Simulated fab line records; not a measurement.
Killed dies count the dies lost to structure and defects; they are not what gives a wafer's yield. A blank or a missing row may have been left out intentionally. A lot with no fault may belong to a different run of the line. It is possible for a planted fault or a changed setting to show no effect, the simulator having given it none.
fab line records	flow nand_harc
record lots=6	wafers=18	last_day=32
route steps=1302 shown P_M0@278 P_M1@285 END@1302
lots with no fault: from the same line, run without faults
start_h: hours from the record's opening day to when the first of the lot's shown wafers began	wait_h: hours since the lot's step before	" identical to the entry in the row above	L1.1+2: one row covering several wafers at once	- no value present, or no start provided	* or withheld: withheld	< > ~ a bound
route shown NAME@n: NAME is a module with steps in the file, n the number in the route of the first one	usual: mean and standard deviation over wafers with no fault	same: alike in all rows	chamber/n: place in a boat	sites: readings site by site	_std_site: how widely they spread, as a standard deviation	_edge_site: outer sites' mean less inner sites'	radius_mm: how far each site lies from the wafer's centre	mask NAME#n: copy n	behind: tool/chamber where the wafer was last shaped	hold: why the lot was held/for how many hours/how that ended	device: the transistor (n, p or np) that didn't switch	end of line: the tests these same wafers got at the end of their route	a step with no rows: only its recipe	killed: not the wafer's yield, but the dies lost to structure and defects at the first sort	map: the dies of a wafer, with x for killed, . for not killed, _ for no die there
set.NAME: the setting that was run; set.NAME@STEP: the one run at that earlier step	model.NAME: the simulator's own value behind a step, which no gauge read
lots at selected steps of the route; one table per step, one row per wafer
services: when a tool's chamber went out of use (start_h, in hours from the record's first day, below 0 if earlier), for how many hours, and the reason
## steps
# step NHARC_P_M0_CMP_23
# recipe t_overpolish_s=20	target_thk_nm=117.54
# usual motor_current_A=12.3/1.2	slurry_filter_dp_kPa=13.50/0.13	time_to_endpoint_s=29/3.1
lot.wafer	tool	chamber	start_h	wait_h	motor_current_A	slurry_filter_dp_kPa	time_to_endpoint_s
L446.4	cmp-01	0	204.09	-	11.3	13.55	20
L446.2	"	2	"	"	13.2	13.51	23
L446.5	"	0	"	"	11.3	13.61	20
L448.4	cmp-04	2	231.94	-	13.5	13.54	30
L448.1	"	0	"	"	10.8	13.52	28
L448.3	"	1	"	"	12.1	13.40	29
L453.4	cmp-03	1	268.50	-	11.9	13.33	33
L453.6	"	2	"	"	12.9	13.61	30
L453.5	"	3	"	"	11.2	13.38	31
L455.3	cmp-04	0	292.32	-	9.7	13.62	27
L455.1	"	1	"	"	12.1	13.30	28
L455.6	"	0	"	"	10.3	13.40	31
L456.2	cmp-01	0	309.23	-	11.2	13.68	26
L456.3	"	1	"	"	12.1	13.48	28
L456.4	"	3	"	"	13.7	13.40	30
L459.4	cmp-04	0	336.97	-	9.9	13.46	31
L459.3	"	1	"	"	11.5	13.58	33
L459.6	"	3	"	"	12.6	13.58	31
# step NHARC_P_M0_THK_MEAS_24
# recipe thk_meas_gauge=xrf
# usual thk_nm=117.9/1.7
lot.wafer	tool	chamber	start_h	wait_h	thk_nm
L446.2	film_metro-02	-	204.41	-	117.9
L446.4	"	-	"	"	118.3
L446.5	"	-	"	"	116.3
L448.1	film_metro-01	-	232.26	-	119.9
L448.3	"	-	"	"	118.5
L448.4	"	-	"	"	118.3
L453.4	film_metro-02	-	268.74	-	119.4
L453.5	"	-	"	"	118.7
L453.6	"	-	"	"	120.8
L455.1	film_metro-02	-	292.63	-	117.8
L455.3	"	-	"	"	116.2
L455.6	"	-	"	"	118.0
L456.2	film_metro-01	-	309.54	-	115.1
L456.3	"	-	"	"	117.4
L456.4	"	-	"	"	117.6
L459.3	film_metro-02	-	337.26	-	116.1
L459.4	"	-	"	"	116.6
L459.6	"	-	"	"	116.9
# step NHARC_P_M0_SRD_25
# step NHARC_P_M0_INSPECT_27
# usual raw_defect_count=305/130
lot.wafer	tool	chamber	start_h	wait_h	raw_defect_count
L446.2	defect_inspect-02	-	204.56	0.0	252
L446.4	"	-	"	"	230
L446.5	"	-	"	"	228
L448.1	defect_inspect-02	-	232.41	0.0	278
L448.3	"	-	"	"	239
L448.4	"	-	"	"	359
L453.4	defect_inspect-01	-	268.90	0.0	272
L453.5	"	-	"	"	385
L453.6	"	-	"	"	576
L455.1	defect_inspect-02	-	292.79	0.0	265
L455.3	"	-	"	"	414
L455.6	"	-	"	"	343
L456.2	defect_inspect-02	-	309.70	0.0	135
L456.3	"	-	"	"	200
L456.4	"	-	"	"	190
L459.3	defect_inspect-02	-	337.42	0.0	248
L459.4	"	-	"	"	199
L459.6	"	-	"	"	290
# step NHARC_P_M0_PRE_CLEAN_31
# recipe time_s=12	temp_c=370	rf_power_w=300	gas=NH3
# usual heater_power_w=645/76
lot.wafer	tool	chamber	start_h	wait_h	heater_power_w
L446.2	pecvd-04	1	204.64	0.1	599
L446.4	"	1	"	"	609
L446.5	"	2	"	"	793
L448.1	pecvd-01	0	232.48	0.1	676
L448.3	"	1	"	"	508
L448.4	"	0	"	"	699
L453.6	pecvd-04	0	269.00	0.1	715
L453.5	"	1	"	"	566
L453.4	"	2	"	"	738
L455.1	pecvd-03	1	292.86	0.1	439
L455.3	"	2	"	"	727
L455.6	"	0	"	"	675
L456.2	pecvd-03	2	309.78	0.1	682
L456.3	"	0	"	"	666
L456.4	"	0	"	"	654
L459.3	pecvd-04	0	337.48	0.1	661
L459.4	"	0	"	"	670
L459.6	"	1	"	"	607
# step NHARC_P_M0_DEP_32
# recipe target_thk_a=300	temp_c=370	target_thk_nm=30	pressure_torr=3	flow_sccm=200	rf_w=450	material=SiCN
# usual heater_power_w=590/75
lot.wafer	tool	chamber	start_h	wait_h	heater_power_w
L446.2	pecvd-04	1	204.75	0.1	547
L446.4	"	1	"	"	549
L446.5	"	2	"	"	732
L448.1	pecvd-01	0	232.56	0.1	589
L448.3	"	1	"	"	561
L448.4	"	0	"	"	582
L453.6	pecvd-04	0	269.18	0.2	572
L453.5	"	1	"	"	506
L453.4	"	2	"	"	734
L455.1	pecvd-03	1	292.93	0.1	468
L455.3	"	2	"	"	561
L455.6	"	0	"	"	582
L456.2	pecvd-03	2	309.89	0.1	659
L456.3	"	0	"	"	642
L456.4	"	0	"	"	639
L459.3	pecvd-04	0	337.56	0.1	651
L459.4	"	0	"	"	658
L459.6	"	1	"	"	570
# step NHARC_P_M1_DEP_00
# recipe target_thk_a=1825	target_thk_nm=182.5	temp_c=withheld	pressure_torr=5	flow_sccm=200	rf_w=600	material=SiOC
# step NHARC_P_M1_DEHYDRATE_01
# recipe temp_c=150	time_s=120
# step NHARC_P_M1_HMDS_02
# recipe time_s=30
# step NHARC_P_M1_COAT_34
# recipe temp_c=200	time_s=65
# step NHARC_P_M1_COAT_03
# recipe spin_rpm=1500	resist_thk_nm=90
# step NHARC_P_M1_SOFTBAKE_04
# recipe temp_c=105	time_s=55
# usual exhaust_pa=44.8/1	heater_power_total_W=188.45/0.15
lot.wafer	tool	chamber	start_h	wait_h	exhaust_pa	heater_power_total_W
L446.2	litho_track-06	0	205	-	43.5	177.59
L446.4	"	0	"	"	44.5	177.65
L446.5	"	0	"	"	45.3	177.37
L448.1	litho_track-06	0	233	-	44.4	177.22
L448.3	"	0	"	"	44.7	177.45
L448.4	"	0	"	"	45.5	177.30
L453.4	litho_track-04	0	269	-	43.6	188.73
L453.5	"	0	"	"	43.9	188.35
L453.6	"	0	"	"	42.5	188.47
L455.1	litho_track-06	0	293	-	45.2	188.58
L455.3	"	0	"	"	45.0	188.31
L455.6	"	0	"	"	45.8	188.35
L456.2	litho_track-01	0	310	-	45.3	188.47
L456.3	"	0	"	"	45.0	188.43
L456.4	"	0	"	"	44.3	188.48
L459.3	litho_track-04	0	338	-	45.2	188.57
L459.4	"	0	"	"	44.5	188.41
L459.6	"	0	"	"	44.5	188.53
# step NHARC_P_M1_EBR_05
# step NHARC_END_SORT_01
# recipe temp_c=25
# usual defect_limited_yield=91.6/2.8	killed_at_array=53/19	killed_at_other=0.8/1.2	killed_at_periphery=3.7/2.3	killed_dies=57/19	killed_open=3.2/1.7	killed_short=2.6/1.8	sort_bin_2_pct=3.0/1.2	sort_bin_3_pct=0.7/0.4	sort_bin_4_pct=4.8/1.5	sort_n_pass=620/19	sort_rim_yield_pct=90/4.8	sort_yield_pct=91.6/2.8
# same gross_dies=677	sort_bin_5_pct[%]=0	sort_bin_6_pct[%]=0	sort_bin_7_pct[%]=0	sort_bin_8_pct[%]=0	sort_rim_n_gross=106.00
lot.wafer	tool	chamber	start_h	wait_h	defect_limited_yield[%]	killed_at_array	killed_at_other	killed_at_periphery	killed_dies	killed_open	killed_short	sort_bin_2_pct[%]	sort_bin_3_pct[%]	sort_bin_4_pct[%]	sort_n_pass	sort_rim_yield_pct[%]	sort_yield_pct[%]
L446.2	prober-01	0	641.63	2.8	87.4	77	1	7	85	2	5	4.1	1.6	6.8	592	92	87.4
L446.4	prober-01	0	643.21	3.4	88.2	69	1	10	80	5	6	4.7	0.4	6.6	597	82	88.2
L446.5	prober-01	0	644.00	3.7	87.7	75	2	6	83	4	1	3.8	1.3	7.1	594	92	87.7
L456.2	prober-01	0	762.36	2.8	90.3	60	0	6	66	5	8	3.5	1.2	5.0	611	89	90.3
L456.3	prober-01	0	763.15	3.1	92.2	52	0	1	53	0	5	4.0	0.4	3.4	624	90	92.2
L456.4	prober-01	0	763.95	3.4	90.1	63	1	3	67	1	2	4.1	0.7	5.0	610	88	90.1
L455.1	prober-02	0	766.25	2.5	91.3	58	0	1	59	4	5	3.4	0.3	5.0	618	84	91.3
L455.3	prober-02	0	767.89	3.1	89.8	64	1	4	69	2	5	3.0	1.2	6.1	608	87	89.8
L455.6	prober-02	0	770.34	4.1	92.5	50	0	1	51	3	2	2.7	0.7	4.1	626	90	92.5
# killed by level:class
L446.2 A_SLIT:chamber_film_flake=34 A_CHANNEL_HOLE_D1:chamber_film_flake=24 A_CHANNEL_HOLE_D2:chamber_film_flake=5 A_BONDPAD:chamber_film_flake=5 P_BONDPAD:chamber_film_flake=4 A_BLC:chamber_film_flake=2 P_CONTACT:geometric_particle:short=1 P_M0:geometric_particle:open=1
L446.4 A_SLIT:chamber_film_flake=30 A_CHANNEL_HOLE_D1:chamber_film_flake=17 A_CHANNEL_HOLE_D2:chamber_film_flake=8 A_DECK1_JOINT:chamber_film_flake=5 P_BONDPAD:chamber_film_flake=4 P_CONTACT:geometric_particle:open=2 A_CONTACT:geometric_particle:short=2 P_ZERO_WELL:chamber_film_flake=2
L446.5 A_CHANNEL_HOLE_D1:chamber_film_flake=28 A_SLIT:chamber_film_flake=25 A_CHANNEL_HOLE_D2:chamber_film_flake=9 A_ZERO_WELL:chamber_film_flake=3 P_BONDPAD:chamber_film_flake=2 A_DECK1_JOINT:chamber_film_flake=2 A_CONTACT:chamber_film_flake=2 THIN_TSV:chamber_film_flake=2
L456.2 A_CHANNEL_HOLE_D2:chamber_film_flake=25 A_CHANNEL_HOLE_D1:chamber_film_flake=16 A_ONON_D1:geometric_particle:short=4 A_ONON_D2:geometric_particle:short=2 A_M0:geometric_particle:open=2 P_M2:chamber_film_flake=2 A_SLIT:chamber_film_flake=2 A_STAIRCASE:chamber_film_flake=2
L456.3 A_CHANNEL_HOLE_D2:chamber_film_flake=20 A_CHANNEL_HOLE_D1:chamber_film_flake=17 A_STAIRCASE:chamber_film_flake=3 A_CONTACT:chamber_film_flake=3 A_M0:geometric_particle:short=2 A_M1:geometric_particle:short=2 A_SLIT:chamber_film_flake=2 A_ONON_D1:geometric_particle:short=1
L456.4 A_CHANNEL_HOLE_D1:chamber_film_flake=31 A_CHANNEL_HOLE_D2:chamber_film_flake=20 A_SLIT:chamber_film_flake=5 A_STAIRCASE:chamber_film_flake=4 P_M2:chamber_film_flake=2 P_M0:geometric_particle:open=1 A_CHANNEL_FILL_D2:geometric_particle:short=1 STARTING-WAFER:geometric_particle:short=1
L455.1 A_CHANNEL_HOLE_D1:chamber_film_flake=31 A_SLIT:chamber_film_flake=6 A_STAIRCASE:chamber_film_flake=4 A_CONTACT:chamber_film_flake=4 A_WL_FILL:chamber_film_flake=3 A_WL_FILL:geometric_particle:short=2 P_CONTACT:geometric_particle:open=1 A_SOURCE_PLATE:geometric_particle:short=1
L455.3 A_CHANNEL_HOLE_D1:chamber_film_flake=40 A_CONTACT:chamber_film_flake=8 A_WL_FILL:chamber_film_flake=5 A_SLIT:chamber_film_flake=3 A_CHANNEL_HOLE_D1:geometric_particle:short=2 P_GATE:chamber_film_flake=2 A_STAIRCASE:chamber_film_flake=2 P_M1:geometric_particle:open=1
L455.6 A_CHANNEL_HOLE_D1:chamber_film_flake=32 A_CONTACT:chamber_film_flake=6 A_SLIT:chamber_film_flake=5 A_STAIRCASE:chamber_film_flake=2 A_ONON_D1:geometric_particle:short=1 A_ONON_D2:geometric_particle:open=1 A_SGD_CUT:geometric_particle:short=1 A_WL_FILL:geometric_particle:open=1
## services
tool	chamber	start_h	hours	kind
pecvd-03	-	185.00	13.0	pm
cmp-01	-	185.68	4.0	pm
pecvd-01	2	188.56	3.1	repair
cmp-03	-	195.10	5.8	repair
litho_track-04	-	203.01	7.0	pm
cmp-04	-	209.00	4.0	pm
cmp-04	-	214.03	4.0	repair
cmp-03	-	254.11	0.8	repair
cmp-03	-	263.57	4.0	pm
pecvd-01	-	264.88	0.4	repair
pecvd-04	-	269.31	13.0	pm
pecvd-04	0	269.31	13.0	vent_cycle
pecvd-04	1	269.31	13.0	vent_cycle
cmp-03	-	275.97	0.8	repair
cmp-01	-	277.63	1.7	repair
cmp-01	-	283.68	4.0	pm
pecvd-01	-	290.31	1.3	repair
cmp-04	-	298.32	2.3	repair
cmp-03	-	304.04	6.1	repair
cmp-04	-	307.04	4.0	pm
pecvd-01	-	311.18	13.0	pm
cmp-01	-	318.22	0.6	repair
pecvd-04	-	321.99	1.5	repair
litho_track-01	-	330.00	7.0	pm
## key
first_sign step=NHARC_P_M1_SOFTBAKE_04	reading=heater_power_total_W	direction=down	sigmas=74	usual=*	struck=*
effect none on later readings
met_at NHARC_P_M1_SOFTBAKE_04
struck_wafers L446.2,L446.4,L446.5,L448.1,L448.3,L448.4
fault kind=process_parameter_drift	tool=litho_track-06	chamber=-	onset_h=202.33	steps=NHARC_P_M1_SOFTBAKE_04	channel=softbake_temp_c	offset=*	shape=step	end_h=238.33	acts_in=*	stated=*
